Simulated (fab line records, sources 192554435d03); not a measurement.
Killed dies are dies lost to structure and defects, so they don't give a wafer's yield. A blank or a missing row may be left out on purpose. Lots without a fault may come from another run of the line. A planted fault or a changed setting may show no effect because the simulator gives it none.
Chamber matching | flow n5_finfet | N5_BEOL_M0_SAQP_MANDREL_ETCH_20 on rie_si-02: 4 sister chambers
The step etches a-Si in HBr/Cl2, stops on SiNx, target depth 60 nm, bt time 10 s, time 30 s. 4 wafers are shown with their chamber, then 9 later ones without.

WAFERS WITH THEIR CHAMBER
wafer  | chamber | throttle_valve_pct (%)
L082.6 | 2       | 35.2
L088.1 | 3       | 35.2
L088.2 | 0       | 35.7
L088.3 | 1       | 35.5

WAFERS WITHOUT THEIR CHAMBER
wafer  | throttle_valve_pct (%)
L088.4 | 35.0
L088.5 | 35.5
L088.6 | 35.7
L090.3 | 35.7
L090.4 | 35.0
L090.5 | 35.0
L093.2 | 35.7
L093.4 | 35.0
L093.6 | 35.5

WHICH CHAMBER EACH WENT THROUGH
wafer  | from the rows above     | in truth
L088.4 | can't be placed: 2 or 3 | 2
L088.5 | can't be placed: 1 or 0 | 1
L088.6 | can't be placed: 0 or 1 | 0
L090.3 | can't be placed: 0 or 1 | 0
L090.4 | can't be placed: 2 or 3 | 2
L090.5 | can't be placed: 2 or 3 | 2
L093.2 | can't be placed: 0 or 1 | 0
L093.4 | can't be placed: 2 or 3 | 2
L093.6 | can't be placed: 1 or 0 | 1
Placed correctly: 0 of 9. Can't be placed from these rows: 9 (the true chamber is among the candidates in 9). Placed wrongly: 0.
How it was worked out, from the rows above alone: a wafer's distance from a chamber is the root of the sum, over the readings, of the square of ((its reading less the chamber's mean) divided by the reading's scatter). The wafer belongs to the nearest chamber; if the next one is less than 2 further off, it can't be placed. A chamber's mean is the mean of its shown wafers. The scatter: with one shown wafer a chamber, the root of the mean of the squares of how far each hidden wafer lies from its nearest shown one.
